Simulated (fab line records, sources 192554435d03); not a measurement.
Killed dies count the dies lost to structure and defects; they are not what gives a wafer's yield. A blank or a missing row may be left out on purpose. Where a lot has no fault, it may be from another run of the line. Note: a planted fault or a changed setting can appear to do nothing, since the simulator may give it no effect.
A struck lot beside a sound one | flow n5Finfet | 37 out of 1938 route steps
Sound: these wafers, L821.3, L821.4, L821.6. Struck: wafer L831.6 (left out: L831.3, a lot-mate that was not struck); the cause follows at the end.
Order at every step that has rows: each side's tool, ch and its chambers, its first start. Under that, the readings that differ: sound wafers | struck wafers | difference of the means | sigmas: that difference in standard deviations of wafers without a fault.
alike: readings with means less than 2 such deviations apart, plus words and numbers identical on both sides. not compared: withheld readings, readings lacking a value on some wafer, bounds such as >300 that could conceal the same value, and numbers that have no deviation in the record and whose values overlap.
A row with sigmas, a row that says differs or no value, or rows on one side alone: a step with any of these is where the two part. Non-overlapping numbers with no deviation appear without sigmas and do not part them. A reading missing from all wafers of one side parts the sides only when that side holds two or more wafers.

first, 8 steps without rows for these wafers: N5_BEOL_M3_ANNEAL_51 (time 90 s); N5_BEOL_M3_CMP_52 (polishes, stops on SiOC, t overpolish 6.8 s, target thk 40 nm); N5_BEOL_M3_PRE_CLEAN_60 (time 15 s); N5_BEOL_M3_CO_CAP_55 (material Co, precursor CCTBA/H2, target thk 2 nm, time 102.1 s); N5_BEOL_M3_PRE_CLEAN_56 (time 15 s); N5_BEOL_M3_DEP_57 (deposits SiCN from 3MS/NH3, target thk 8 nm, time 14 s); N5_BEOL_M4_ILD_DEP_00 (deposits SiOC from DEMS/O2, target thk 79 nm, time 15.3 s); N5_BEOL_M4_PECVD_72 (deposits SiO2 from TEOS/O2, target thk 16 nm, time 18 s).
N5_BEOL_M4_HM_DEP_02: deposits TiN, target thk 20 nm.
  sound on pvdSputter-01 at day 9 23:50; struck on pvdSputter-01 at day 13 00:08
reading                                   | sound        | struck | difference | sigmas
model.TiN_of_BEOL_M4_HM_DEP_02.thkNm (nm) | 20 20.4 19.8 | 13.2   | -6.9       | 
  alike: throttleValvePct
then, 16 steps without rows for these wafers: N5_BEOL_M4_COAT_61 (time 60 s, resist thk 60 nm); N5_BEOL_M4_COAT_62 (time 60 s, resist thk 12 nm); N5_BEOL_M4_COAT_73 (time 60 s, resist thk 5 nm); N5_BEOL_M4_COAT_05 (resist thk 30 nm); N5_BEOL_M4_EBR_07; N5_BEOL_M4_SOFTBAKE_06 (time 60 s); N5_BEOL_M4_EXPOSE_08 (exposes mask M4); N5_BEOL_M4_PEB_09 (peb time 60 s); N5_BEOL_M4_DEVELOP_10 (develop time 30 s); N5_BEOL_M4_DESCUM_16 (chemistry O2, time 7 s); N5_BEOL_M4_ETCH_74 (etches underlayer in N2/H2, target depth 6.5 nm, time 5.2 s); N5_BEOL_M4_ETCH_63 (etches SiARC in CF4, target depth 15.6 nm, time 26 s); N5_BEOL_M4_ETCH_64 (etches SOC in N2/H2, target depth 75 nm, overetch 22.5 nm, time 121.9 s); N5_BEOL_M4_STRIP_65 (strips in N2/H2); N5_BEOL_M4_STRIP_75 (strips in N2/H2); N5_BEOL_M4_STRIP_66 (strips in CF4).
N5_BEOL_M4_HM_OPEN_17: chemistry Cl2/BCl3, target TiN, target depth 20 nm, overetch 6 nm.
  sound on rieMetal-01 ch 0,1, day 10 00:46; struck on rieMetal-01 ch 1, day 13 02:37
reading                 | sound             | struck | difference | sigmas
model.etch.depthNm (nm) | 19.95 20.34 19.86 | 13.25  | -6.80      | 
  alike: drypumpMotorCurrentA, oesProductAu, throttleValvePct
  not compared: rfHoursCounterH
then, 8 steps without rows for these wafers: N5_BEOL_M4_STRIP_19 (strips in O2); N5_BEOL_M4_COAT_67 (time 60 s, resist thk 60 nm); N5_BEOL_M4_COAT_68 (time 60 s, resist thk 12 nm); N5_BEOL_M4_COAT_76 (time 60 s, resist thk 5 nm); N5_BEOL_M4_COAT_22 (resist thk 30 nm); N5_BEOL_M4_EBR_24; N5_BEOL_M4_SOFTBAKE_23 (time 60 s); N5_BEOL_M4_EXPOSE_25 (exposes mask V3, defocus 5 nm).
N5_BEOL_M4_TRENCH_ETCH_37: etches SiOC in C4F6/O2, target depth 55.555 nm, time 29.2 s.
  sound: rieDiel-01 ch 0,2; struck: rieDiel-03 ch 2
reading                                   | sound             | struck | difference | sigmas
throttleValvePct (%)                      | 20.78 20.80 20.75 | 20.27  | -0.51      | -2
model.TiN_of_BEOL_M4_HM_DEP_02.thkNm (nm) | 17.6 18 17.4      | 11     | -7         | 
  alike: O2_flow_sccm, drypumpMotorCurrentA, oes_f_703_au, oesProductAu, rfVppV, showerheadPlenumPTorr
  not compared: rfHoursCounterH
N5_BEOL_M4_RC_MEAS_101:
  sound on prober-02 ch 0, day 10 11:17; struck on prober-02 ch 0, day 13 09:39
  alike: DIBL_N, DIBL_P, IOFF_N, IOFF_P, ION_N, ION_P, SS_N, SS_P, VT_N, VT_P
-- here the record skips 5 days between the struck wafers' starts before and after, leaving off in module BEOL_M4 and picking up in module PASSIVATION (first step shown: number 1936 of the route) --
N5_PASSIVATION_PROBE_49:
  sound on prober-02 at day 14 21:40; struck on prober-01 at day 18 03:16
reading            | sound    | struck | difference | sigmas
killed_at_M0_to_M3 | 45 33 39 | 19     | -20        | -2
  alike: defectLimitedYield, killed_at_M4_up, killedAtContacts, killedAtFrontEnd, killedAtOther, killedDies, killedOpen, killedShort, sort_bin_5_function, sort_bin_6_memory, sortNPass, sortYieldPct

## WHERE THEY PART
Last at N5_PASSIVATION_PROBE_49 as far as this record goes, first at N5_BEOL_M4_TRENCH_ETCH_37.

WHY: the cause the simulator had injected
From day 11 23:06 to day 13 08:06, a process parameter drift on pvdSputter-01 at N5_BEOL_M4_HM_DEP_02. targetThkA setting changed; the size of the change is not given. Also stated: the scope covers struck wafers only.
